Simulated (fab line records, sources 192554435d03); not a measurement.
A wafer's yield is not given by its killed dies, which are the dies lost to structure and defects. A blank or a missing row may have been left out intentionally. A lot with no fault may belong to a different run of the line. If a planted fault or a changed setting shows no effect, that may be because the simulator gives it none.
Chamber matching ; flow n5-finfet ; N5_BEOL_M8_ILD_DEP_00 on pecvd-02: 3 sister chambers
The step deposits SiCOH lowk from DEMS/porogen, target thk 179.75 nm, time 33.4 s. 14 wafers are shown with their chamber, then 7 later ones without.

== EACH WAFER AND ITS CHAMBER ==
wafer;chamber;throttle-valve-pct (%);heater-power-w (W);showerhead-plenum-p-Torr (Torr)
L779.1;1;13.7;326;5.736
L779.3;0;15.1;248;5.746
L779.6;0;15.0;246;5.741
L782.3;1;13.5;315;5.726
L782.4;2;14.0;290;5.731
L782.5;2;14.1;299;5.727
L781.1;1;13.7;292;5.726
L781.4;1;13.9;312;5.745
L781.5;2;14.1;303;5.731
L785.2;2;13.9;304;5.755
L785.4;1;13.6;328;5.736
L785.6;0;15.2;229;5.740
L791.1;1;14.0;324;5.730
L791.3;0;14.9;228;5.749

SIGNATURES (averages over the wafers above)
reading;chamber 0;chamber 1;chamber 2;scatter within a chamber
throttle-valve-pct;15.050;13.733;14.025;0.151
heater-power-w;237.75;316.17;299.00;11.2
showerhead-plenum-p-Torr;5.74400;5.73317;5.73600;0.00861
Rule: distance of a wafer from a chamber = root of the sum over the readings of ((wafer's reading minus chamber's mean) / reading's scatter) squared. If the next closest chamber is less than 2 further off than the closest, the wafer can't be placed; otherwise it belongs to the closest. How the scatter is found: for the shown wafers, subtract from each reading the mean of its chamber, square and add these, divide the total by (wafers less chambers), then take the root.

== WAFERS WHOSE CHAMBER IS MISSING ==
wafer;throttle-valve-pct (%);heater-power-w (W);showerhead-plenum-p-Torr (Torr)
L791.4;14.9;245;5.751
L796.3;13.8;333;5.735
L796.4;15.2;224;5.747
L796.6;14.0;332;5.733
L798.2;14.9;259;5.757
L798.3;14.2;298;5.722
L798.5;14.3;303;5.729

== WHICH CHAMBER EACH WENT THROUGH ==
wafer;from the rows above;in truth
L791.4;0;0
L796.3;can't be placed: 1 or 2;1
L796.4;0;0
L796.6;can't be placed: 1 or 2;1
L798.2;0;0
L798.3;can't be placed: 2 or 1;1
L798.5;can't be placed: 2 or 1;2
Placed correctly: 3 of 7. These rows do not allow placing 4 (true chamber among the candidates in 4). Number placed wrongly: 0.
